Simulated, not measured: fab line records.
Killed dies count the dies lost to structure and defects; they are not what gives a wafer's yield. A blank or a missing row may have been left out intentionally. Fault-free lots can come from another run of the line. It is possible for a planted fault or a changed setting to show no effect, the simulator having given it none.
A struck lot beside a sound one / flow nandHarc / 19 out of 1302 route steps
Sound: these wafers, L608.1, L608.2, L608.5. Struck: wafer L617.4. At the end, the cause is stated.
Each step with rows lists, per side, the tool, then ch with its chambers, then its first start. Under that, the readings that differ: sound wafers / struck wafers / difference of the means / sigmas: that difference in standard deviations of wafers without a fault.
alike: a reading whose means differ by less than 2 such deviations, as well as words and numbers matching on both sides. not compared: withheld readings; readings where some wafer has no value; bounds like >300 that might hide an equal value; numbers whose values overlap and for which the record gives no deviation.
The two part at a step that has a row with sigmas, a row that says differs or no value, or rows on one side only. When numbers do not overlap yet have no deviation, they are printed without sigmas and do not part them. A reading that every wafer of one side lacks parts them only if that side has two wafers or more.

NHARC_P_GATE_CD_MEAS_91: target cd 2000 nm.
  sound on cdSem-03 ch 0, day 7 18:34; struck on cdSem-03 ch 0, day 11 15:27
  alike: cdNm
then, 1 step without rows for these wafers: NHARC_P_GATE_HARDBAKE_92 (time 80 s).
NHARC_P_GATE_DESCUM_93: chemistry O2, time 3 s.
  sound on rieDiel-05 ch 1,3, day 7 18:45; struck on rieDiel-07 ch 0, day 11 15:37
  alike: drypumpMotorCurrentA, oesProductAu, rfVppV, showerheadPlenumPTorr, throttleValvePct
  not compared: rfHoursCounterH
then, 1 step without rows for these wafers: NHARC_P_GATE_IMPLANT_94.
NHARC_P_GATE_STRIP_113: strips in N2/H2, time 740 s.
  sound on plasmaAsher-01 ch 0,1, day 7 19:06; struck on plasmaAsher-01 ch 0, day 11 17:05
  alike: drypumpMotorCurrentA, heaterPowerW
  not compared: rfHoursCounterH
then, 2 steps without rows for these wafers: NHARC_P_GATE_STRIP_95 (strips in O2); NHARC_P_GATE_STRIP_96 (strips in SPM, time 900 s).
NHARC_P_GATE_RTA_64: time 1 s.
  sound on rtpAnneal-02 ch 0, day 7 20:23; struck on rtpAnneal-02 ch 0, day 11 18:08
  alike: lampPowerPct, wafer_temp_C_max
then, 4 steps without rows for these wafers: NHARC_P_GATE_ETCH_77 (etches SiO2 in dHF, target depth 6 nm); NHARC_P_GATE_DEGAS_109 (time 60 s); NHARC_P_GATE_PRE_CLEAN_110 (time 30 s); NHARC_P_GATE_SPUTTER_78 (material Ni, target thk 10 nm).
NHARC_P_GATE_SPUTTER_79: material TiN, target thk 10 nm.
  sound on pvdSputter-01 at day 7 21:01; struck on pvdSputter-02 at day 11 18:33
then, 2 steps without rows for these wafers: NHARC_P_GATE_RTA_80 (time 30 s); NHARC_P_GATE_STRIP_67 (strips in SPM, time 600 s).
NHARC_P_GATE_RTA_82: time 30 s.
  sound on rtpAnneal-02 ch 0, day 7 21:35; struck on rtpAnneal-02 ch 0, day 11 19:11
  alike: lampPowerPct, wafer_temp_C_max
NHARC_P_GATE_INSPECT_68:
  sound on defectInspect-01 at day 7 21:47; struck on defectInspect-02 at day 11 19:29
reading=rawDefectCount; sound=244 165 147; struck=937; difference=+752; sigmas=+10
  not compared: hold
NHARC_P_CONTACT_DEP_30: deposits SiNx, target thk 30 nm.
  sound on pecvd-02 ch 0,1, day 7 21:52; struck on pecvd-01 ch 0, day 11 23:22
reading=hold; sound=- - -; struck=awaitDispo/3.6h/release; difference=no value on the sound wafers; sigmas=
reading=heaterPowerW (W); sound=721 571 545; struck=851; difference=+239; sigmas=+3
-- jump in the record: it breaks off in module P_CONTACT and resumes in module END (first step shown: number 1302 of the route), and 19 days separate the struck wafers' starts before and after --
NHARC_END_SORT_01:
  at this point the record logs the struck wafers (prober-02 ch 0, day 31 09:24) and has no rows for the sound ones

WHERE THEY PART
Last at NHARC_END_SORT_01 as far as this record goes, first at NHARC_P_GATE_INSPECT_68.

WHY: what the simulator had put in
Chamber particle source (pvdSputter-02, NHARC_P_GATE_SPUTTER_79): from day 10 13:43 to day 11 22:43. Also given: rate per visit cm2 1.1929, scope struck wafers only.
